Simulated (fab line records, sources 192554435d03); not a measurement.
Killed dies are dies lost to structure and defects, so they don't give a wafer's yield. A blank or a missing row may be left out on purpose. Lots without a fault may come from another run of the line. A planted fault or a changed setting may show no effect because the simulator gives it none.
Chamber matching | flow n5_finfet | N5_BEOL_M0_TRENCH_ETCH_107 on rie_diel-01: 4 sister chambers
The step etches SiOC in C4F6/O2, target depth 32.8 nm, time 16.4 s. 4 wafers are shown with their chamber, then 8 later ones without.

WAFERS WITH THEIR CHAMBER
wafer  | chamber | showerhead_plenum_p_Torr (Torr)
L089.2 | 1       | 2.87
L089.4 | 3       | 2.86
L089.5 | 0       | 2.98
L093.1 | 2       | 2.77

WAFERS WITHOUT THEIR CHAMBER
wafer  | showerhead_plenum_p_Torr (Torr)
L093.3 | 2.87
L093.5 | 2.77
L096.1 | 2.76
L096.2 | 2.85
L096.3 | 2.97
L097.4 | 2.97
L097.5 | 2.85
L097.6 | 2.97

WHICH CHAMBER EACH WENT THROUGH
wafer  | from the rows above     | in truth
L093.3 | can't be placed: 1 or 3 | 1
L093.5 | 2                       | 2
L096.1 | 2                       | 2
L096.2 | can't be placed: 3 or 1 | 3
L096.3 | 0                       | 0
L097.4 | 0                       | 0
L097.5 | can't be placed: 3 or 1 | 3
L097.6 | 0                       | 0
Placed correctly: 5 of 8. Can't be placed from these rows: 3 (the true chamber is among the candidates in 3). Placed wrongly: 0.
How it was worked out, from the rows above alone: a wafer's distance from a chamber is the root of the sum, over the readings, of the square of ((its reading less the chamber's mean) divided by the reading's scatter). The wafer belongs to the nearest chamber; if the next one is less than 2 further off, it can't be placed. A chamber's mean is the mean of its shown wafers. The scatter: with one shown wafer a chamber, the root of the mean of the squares of how far each hidden wafer lies from its nearest shown one.
